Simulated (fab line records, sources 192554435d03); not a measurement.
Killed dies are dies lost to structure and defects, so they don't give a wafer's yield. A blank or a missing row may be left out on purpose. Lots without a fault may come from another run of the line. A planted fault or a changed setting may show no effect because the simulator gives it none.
Chamber matching | flow n5_finfet | N5_BEOL_M10_VIA_ETCH_34 on rie_diel-01: 4 sister chambers
The step etches SiCOH lowk in C4F6/O2, target depth 184.5 nm, time 69.2 s. 24 wafers are shown with their chamber, then 12 later ones without.

WAFERS WITH THEIR CHAMBER
wafer  | chamber | drypump_motor_current_A (A) | showerhead_plenum_p_Torr (Torr) | rf_vpp_V (V)
L074.2 | 3       | 5.1                         | 2.80                            | 653
L074.5 | 3       | 5.1                         | 2.80                            | 652
L074.6 | 0       | 6.8                         | 2.85                            | 679
L077.1 | 3       | 5.1                         | 2.79                            | 652
L077.2 | 0       | 6.8                         | 2.85                            | 680
L077.5 | 3       | 5.1                         | 2.79                            | 652
L078.1 | 3       | 5.1                         | 2.79                            | 653
L078.4 | 0       | 6.8                         | 2.85                            | 679
L078.6 | 3       | 5.1                         | 2.79                            | 653
L079.2 | 0       | 6.8                         | 2.85                            | 680
L079.3 | 2       | 4.9                         | 2.70                            | 660
L079.4 | 1       | 6.2                         | 2.98                            | 675
L086.1 | 0       | 6.8                         | 2.84                            | 678
L086.2 | 1       | 6.1                         | 2.97                            | 678
L086.3 | 2       | 4.9                         | 2.70                            | 657
L086.4 | 3       | 5.1                         | 2.79                            | 652
L086.5 | 3       | 5.1                         | 2.79                            | 652
L086.6 | 0       | 6.8                         | 2.84                            | 680
L087.1 | 3       | 5.1                         | 2.78                            | 651
L087.4 | 2       | 4.9                         | 2.70                            | 657
L087.5 | 1       | 6.2                         | 2.97                            | 676
L088.1 | 3       | 5.1                         | 2.78                            | 651
L088.3 | 2       | 4.9                         | 2.70                            | 658
L088.6 | 1       | 6.2                         | 2.97                            | 676

SIGNATURES (means of the wafers above)
reading                  | chamber 0 | chamber 1 | chamber 2 | chamber 3 | scatter within a chamber
drypump_motor_current_A  | 6.800     | 6.175     | 4.900     | 5.100     | 0.0194
showerhead_plenum_p_Torr | 2.8467    | 2.9725    | 2.7000    | 2.7900    | 0.00552
rf_vpp_V                 | 679.33    | 676.25    | 658.00    | 652.10    | 0.974
Rule: a wafer's distance from a chamber is the root of the sum, over the readings, of the square of ((its reading less the chamber's mean) divided by the reading's scatter). The wafer belongs to the nearest chamber; if the next one is less than 2 further off, it can't be placed. The scatter: the root of (the sum of the squares of (reading less its chamber's mean) over the shown wafers, divided by (wafers less chambers)).

WAFERS WITHOUT THEIR CHAMBER
wafer  | drypump_motor_current_A (A) | showerhead_plenum_p_Torr (Torr) | rf_vpp_V (V)
L091.1 | 6.2                         | 2.96                            | 677
L091.5 | 6.2                         | 2.97                            | 675
L091.6 | 4.9                         | 2.69                            | 657
L094.1 | 6.2                         | 2.96                            | 675
L094.2 | 4.9                         | 2.69                            | 658
L094.3 | 6.8                         | 2.83                            | 678
L094.4 | 4.9                         | 2.69                            | 658
L094.5 | 6.1                         | 2.96                            | 677
L094.6 | 6.8                         | 2.83                            | 680
L096.2 | 6.8                         | 2.83                            | 678
L096.4 | 5.1                         | 2.78                            | 653
L096.6 | 6.8                         | 2.83                            | 679

WHICH CHAMBER EACH WENT THROUGH
wafer  | from the rows above | in truth
L091.1 | 1                   | 1
L091.5 | 1                   | 1
L091.6 | 2                   | 2
L094.1 | 1                   | 1
L094.2 | 2                   | 2
L094.3 | 0                   | 0
L094.4 | 2                   | 2
L094.5 | 1                   | 1
L094.6 | 0                   | 0
L096.2 | 0                   | 0
L096.4 | 3                   | 3
L096.6 | 0                   | 0
Placed correctly: 12 of 12. Can't be placed from these rows: 0. Placed wrongly: 0.
